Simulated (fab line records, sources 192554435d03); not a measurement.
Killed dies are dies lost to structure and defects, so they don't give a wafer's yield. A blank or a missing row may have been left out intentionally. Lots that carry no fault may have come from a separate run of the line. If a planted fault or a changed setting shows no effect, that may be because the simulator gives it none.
fab line records    flow n5_finfet
record lots=14  wafers=36  last_day=17
route steps=1938 shown SDB@376 HKMG_FIN@386 PASSIVATION@1936
lots untouched by any fault: they come from a run of this same line in which no faults occurred
start_h: hours from the record's first day to the start of the lot's first wafer shown    wait_h: hours from the lot's prior step to this one    " identical to the entry in the row above    L1.1+2: a row that stands for several wafers    - either no value or no given start    * or withheld: withheld    < > ~ a bound
route shown NAME@n: NAME is a module with steps in the file, n the number in the route of the first one    usual: the fault-free wafers' mean and standard deviation    same: alike in all rows    chamber/n: place in a boat    sites: the reading at each site    _std_site: the values' standard deviation    _edge_site: the outer-site mean with the inner-site mean subtracted    radius_mm: for every site, how far away it sits from the centre of the wafer    mask NAME#n: copy n    behind: the tool/chamber that last shaped the wafer    hold: reason for holding the lot/hours on hold/outcome of the hold    device: names the non-switching transistor (n, p or np)    end of line: the same wafers' tests at the end of the route    where a step has no rows: the recipe by itself    killed: at the first sort, the dies lost to defects and structure; wafer yield is something else    map: shows each die of a wafer: x if killed, . if not, _ if none is there
set.NAME: the run value of the setting; set.NAME@STEP: its run value at that earlier step    model.NAME: the simulator's own value behind a step, which no gauge read
route steps across a sampled set of lots; one table per step, one row per wafer
services: when a tool's chamber went out of use (start_h, in hours from the record's first day, below 0 if earlier), for how many hours, and the reason
## steps
# step N5_SDB_INSPECT_36
# recipe inspect_instrument=darkfield  mode=post_cmp
# usual raw_defect_count=37/16
lot.wafer  tool               chamber  start_h  wait_h  raw_defect_count
L859.3     defect_inspect-01  -        74.13    0.0     22
L859.4     "                  -        "        "       39
L859.6     "                  -        "        "       31
L860.1     defect_inspect-02  -        85.88    0.0     27
L860.2     "                  -        "        "       22
L860.5     "                  -        "        "       52
L862.1     defect_inspect-01  -        94.10    0.0     48
L862.4     "                  -        "        "       56
L862.5     "                  -        "        "       44
L863.1     defect_inspect-02  -        101.51   0.0     16
L863.3     "                  -        "        "       22
L864.4     defect_inspect-01  -        107.42   0.0     11
L864.5     "                  -        "        "       38
L865.1     defect_inspect-02  -        117.29   0.0     19
L865.3     "                  -        "        "       37
L865.6     "                  -        "        "       30
L866.4     defect_inspect-02  -        118.26   0.0     23
L866.5     "                  -        "        "       34
L867.3     defect_inspect-02  -        125.51   0.0     32
L867.5     "                  -        "        "       28
L867.6     "                  -        "        "       30
L868.2     defect_inspect-01  -        129.85   0.0     54
L868.5     "                  -        "        "       34
L868.6     "                  -        "        "       43
L870.2     defect_inspect-01  -        140.88   0.0     31
L870.3     "                  -        "        "       43
L870.6     "                  -        "        "       24
L871.3     defect_inspect-02  -        150.50   0.0     34
L871.4     "                  -        "        "       35
L871.5     "                  -        "        "       37
L872.2     defect_inspect-02  -        152.37   0.0     34
L872.3     "                  -        "        "       35
L875.1     defect_inspect-02  -        175.42   0.0     31
L875.5     "                  -        "        "       32
L876.3     defect_inspect-01  -        180.06   0.0     31
L876.6     "                  -        "        "       16
# step N5_HKMG_FIN_HK_ALD_01
# recipe material=HfO2  target_thk_a=16  temp_c=withheld  ald_precursor_family=HfCl4  ald_co_reactant=H2O  pulse_time_s=3  purge_time_s=3  co_reactant_purge_time_s=2.5  co_reactant_pulse_time_s=0.3  ald_cycles=30
# usual precursor_pulse_height_rel=1.003/0.019
# same pulse_time_s=3
lot.wafer  tool       chamber  start_h  wait_h  precursor_pulse_height_rel  since_wet_clean_h
L859.3     ald_hk-03  3        74.73    0.0     0.995                       45
L859.4     "          1        "        "       0.989                       45
L859.6     "          3        "        "       1.011                       -
L860.1     ald_hk-03  0        86.61    0.0     1.014                       57
L860.2     "          3        "        "       1.022                       57
L860.5     "          1        "        "       0.997                       -
L862.1     ald_hk-02  0        94.95    0.0     1.005                       1871
L862.4     "          2        "        "       1.033                       1871
L862.5     "          3        "        "       1.000                       -
L863.1     ald_hk-02  1        102.09   0.0     0.998                       1878
L863.3     "          2        "        "       1.032                       1878
L864.4     ald_hk-03  3        108.09   0.0     0.964                       78
L864.5     "          0        "        "       0.989                       -
L865.1     ald_hk-03  3        118.09   0.0     1.008                       88
L865.3     "          1        "        "       0.998                       88
L865.6     "          0        "        "       0.997                       -
L866.4     ald_hk-01  0        118.85   0.0     0.979                       999
L866.5     "          1        "        "       0.997                       -
L867.3     ald_hk-03  3        126.12   0.0     1.032                       96
L867.5     "          2        "        "       0.988                       -
L867.6     "          3        "        "       1.022                       -
L868.2     ald_hk-01  0        130.48   0.1     1.016                       1011
L868.5     "          2        "        "       1.005                       -
L868.6     "          1        "        "       0.958                       -
L870.2     ald_hk-02  2        141.46   0.0     0.977                       1917
L870.3     "          0        "        "       1.012                       1917
L870.6     "          0        "        "       1.006                       -
L871.3     ald_hk-02  1        151.09   0.0     0.984                       1927
L871.4     "          2        "        "       0.985                       1927
L871.5     "          3        "        "       0.987                       -
L872.2     ald_hk-02  0        152.96   0.0     1.028                       1929
L872.3     "          3        "        "       1.028                       1929
L875.1     ald_hk-01  0        176.01   0.0     0.988                       1056
L875.5     "          2        "        "       1.006                       -
L876.3     ald_hk-02  2        180.65   0.0     1.003                       1957
L876.6     "          0        "        "       0.994                       -
# step N5_HKMG_FIN_ALD_74
# recipe material=La2O3  target_thk_a=5  temp_c=250  ald_precursor_family=La-Cp  ald_co_reactant=O3  pulse_time_s=6  co_reactant_pulse_time_s=1  purge_time_s=3  co_reactant_purge_time_s=3
# usual heater_power_w=341/39  precursor_pulse_height_rel=1.002/0.019
# same pulse_time_s=6
lot.wafer  tool       chamber  start_h  wait_h  heater_power_w  precursor_pulse_height_rel  since_wet_clean_h
L859.3     ald_hk-02  2        75.34    0.1     310             1.023                       1851
L859.4     "          1        "        "       296             1.019                       1851
L859.6     "          0        "        "       382             1.017                       -
L860.1     ald_hk-02  0        87.31    0.2     375             1.037                       1863
L860.2     "          3        "        "       299             0.996                       1863
L860.5     "          1        "        "       303             1.016                       -
L862.1     ald_hk-01  3        96.16    0.2     354             0.993                       976
L862.4     "          2        "        "       343             0.987                       976
L862.5     "          1        "        "       397             1.043                       -
L863.1     ald_hk-01  1        102.66   0.2     375             1.017                       983
L863.3     "          2        "        "       340             1.032                       983
L864.4     ald_hk-02  1        108.78   0.1     298             1.002                       1885
L864.5     "          1        "        "       297             1.005                       -
L865.1     ald_hk-02  0        118.52   0.2     371             0.980                       1895
L865.3     "          3        "        "       298             1.008                       1895
L865.6     "          0        "        "       384             0.986                       -
L866.4     ald_hk-03  3        119.25   0.1     312             1.002                       89
L866.5     "          0        "        "       317             0.996                       -
L867.3     ald_hk-02  1        126.72   0.2     295             0.952                       1903
L867.5     "          2        "        "       317             1.041                       -
L867.6     "          1        "        "       300             0.996                       -
L868.2     ald_hk-03  1        131.08   0.3     323             0.996                       101
L868.5     "          2        "        "       343             0.994                       -
L868.6     "          1        "        "       315             0.984                       -
L870.2     ald_hk-01  3        141.88   0.2     362             0.981                       1022
L870.3     "          2        "        "       337             1.001                       1022
L870.6     "          1        "        "       404             1.025                       -
L871.3     ald_hk-01  1        151.55   0.1     378             0.955                       1032
L871.4     "          3        "        "       357             0.993                       1032
L871.5     "          3        "        "       363             1.001                       -
L872.2     ald_hk-01  2        153.36   0.2     340             0.977                       1033
L872.3     "          3        "        "       366             1.004                       1033
L875.1     ald_hk-02  0        176.46   0.2     377             0.981                       1952
L875.5     "          0        "        "       381             0.984                       -
L876.3     ald_hk-03  3        181.05   0.1     319             1.007                       151
L876.6     "          2        "        "       339             0.978                       -
# step N5_HKMG_FIN_PEB_47
# recipe peb_temp_c=withheld  peb_time_s=60  resist=CAR-ArF
# usual chill_plate_temp_C=22.99/0.11  resist_line_temp_C=23.00/0.1
lot.wafer  tool            chamber  start_h  wait_h  chill_plate_temp_C  resist_line_temp_C
L859.3     litho_track-02  0        75.69    0.0     22.79               23.06
L859.4     "               0        "        "       22.76               23.09
L859.6     "               0        "        "       22.89               23.00
L860.1     litho_track-02  0        87.78    0.1     22.90               22.96
L860.2     "               0        "        "       22.93               23.03
L860.5     "               0        "        "       22.89               22.92
L862.1     litho_track-04  0        96.51    0.1     22.94               23.04
L862.4     "               0        "        "       22.95               23.10
L862.5     "               0        "        "       22.83               23.12
L863.1     litho_track-04  0        103.01   0.1     23.06               22.93
L863.3     "               0        "        "       23.13               23.03
L864.4     litho_track-02  0        109.26   0.0     23.01               23.02
L864.5     "               0        "        "       22.83               22.86
L865.1     litho_track-03  0        119.00   0.1     22.84               23.04
L865.3     "               0        "        "       23.06               23.03
L865.6     "               0        "        "       22.92               23.12
L866.4     litho_track-03  0        119.73   0.0     23.04               23.13
L866.5     "               0        "        "       23.01               23.12
L867.3     litho_track-02  0        127.20   0.0     23.08               23.01
L867.5     "               0        "        "       23.16               22.98
L867.6     "               0        "        "       23.09               23.05
L868.2     litho_track-04  0        131.56   0.0     23.10               22.93
L868.5     "               0        "        "       23.08               22.92
L868.6     "               0        "        "       23.00               22.83
L870.2     litho_track-04  0        142.23   0.0     23.07               23.19
L870.3     "               0        "        "       23.08               22.98
L870.6     "               0        "        "       23.14               23.19
L871.3     litho_track-04  0        152.05   0.0     23.00               22.93
L871.4     "               0        "        "       23.02               23.10
L871.5     "               0        "        "       22.97               22.94
L872.2     litho_track-03  0        153.86   0.0     23.03               23.02
L872.3     "               0        "        "       22.97               23.15
L875.1     litho_track-04  0        176.81   0.1     23.01               22.89
L875.5     "               0        "        "       22.93               22.77
L876.3     litho_track-04  0        181.68   0.0     23.16               23.10
L876.6     "               0        "        "       22.85               22.99
# step N5_HKMG_FIN_CD_MEAS_49
# recipe target_cd_nm=202  landing_energy_ev=500  detector=se_inlens  polarity=opening
# usual cd_nm=201.8/0.63
lot.wafer  tool       chamber  start_h  wait_h  cd_nm
L859.3     cd_sem-02  0        75.76    -       202.4
L859.4     "          0        "        "       201.9
L859.6     "          0        "        "       201.4
L860.1     cd_sem-03  0        87.85    -       202.0
L860.2     "          0        "        "       202.6
L860.5     "          0        "        "       202.3
L862.1     cd_sem-03  0        96.57    -       201.6
L862.4     "          0        "        "       201.7
L862.5     "          0        "        "       202.3
L863.1     cd_sem-03  0        103.07   -       202.3
L863.3     "          0        "        "       201.9
L864.4     cd_sem-01  0        109.33   -       202.7
L864.5     "          0        "        "       201.7
L865.1     cd_sem-02  0        119.07   -       201.0
L865.3     "          0        "        "       202.3
L865.6     "          0        "        "       201.8
L866.4     cd_sem-03  0        119.80   -       201.9
L866.5     "          0        "        "       201.8
L867.3     cd_sem-01  0        127.26   -       202.8
L867.5     "          0        "        "       201.5
L867.6     "          0        "        "       202.0
L868.2     cd_sem-02  0        131.63   -       202.3
L868.5     "          0        "        "       203.1
L868.6     "          0        "        "       202.1
L870.2     cd_sem-02  0        142.30   -       201.8
L870.3     "          0        "        "       200.6
L870.6     "          0        "        "       202.0
L871.3     cd_sem-01  0        152.12   -       201.1
L871.4     "          0        "        "       202.0
L871.5     "          0        "        "       200.6
L872.2     cd_sem-01  0        153.93   -       201.6
L872.3     "          0        "        "       200.7
L875.1     cd_sem-03  0        176.88   -       202.3
L875.5     "          0        "        "       187.7
L876.3     cd_sem-01  0        181.75   -       187.3
L876.6     "          0        "        "       202.6
# step N5_PASSIVATION_PROBE_49
# usual killed_at_M0_to_M3=35/11  killed_at_M4_up=14/5.4  killed_at_contacts=13/6  killed_at_front_end=38/11  killed_at_other=3.4/2.6  killed_dies=104/19  killed_open=68/13  killed_short=34/8.5
# same gross_dies=1180  killed_at_back_side=0
lot.wafer  tool       chamber  start_h  wait_h  killed_at_M0_to_M3  killed_at_M4_up  killed_at_contacts  killed_at_front_end  killed_at_other  killed_dies  killed_open  killed_short
L875.5     prober-01  -        410.43   0.2     34                  12               14                  32                   3                95           63           31
# killed by level:class
L875.5 BEOL_M0_SAQP:geometric_particle:open=14 MOL_CONTACT_COAG:geometric_particle:open=11 FIN_SAQP:geometric_particle:open=7 GATE_CUT:geometric_particle:short=7 BEOL_M0_SAQP:geometric_particle:short=6 FIN_SAQP:geometric_particle:short=5 BEOL_M2:geometric_particle:open=5 BEOL_M3:geometric_particle:open=5
## services
tool            chamber  start_h  hours  kind
ald_hk-01       -        126.53   0.9    repair
litho_track-03  -        129.90   -      consumable_replace:filter
litho_track-02  -        158.61   -      consumable_replace:filter
## key
first_sign step=N5_HKMG_FIN_CD_MEAS_49  reading=cd_nm  direction=down  sigmas=23  usual=201.8  struck=187.5
effect none on later readings
met_at N5_HKMG_FIN_PEB_47
struck_lots L875,L876
struck_wafers L875.5,L876.3
tester_left_out L875,L876
not_acting_at N5_SDB_INSPECT_36,N5_HKMG_FIN_HK_ALD_01,N5_HKMG_FIN_ALD_74
onset_between 152.05 176.81
fault kind=process_parameter_drift  tool=litho_track-04  chamber=-  onset_h=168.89  steps=N5_HKMG_FIN_PEB_47  channel=peb_time_s  offset=*  shape=step  end_h=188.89  scope=struck_wafers_only  acts_in=*  stated=*
# tester_left_out: of these lots the tester's yield and bins aren't shown, on N5 and GAA mostly nor the transistor test; their killed dies are dies lost to structure and defects alone, not to doping, threshold or leakage, so they don't give the yield
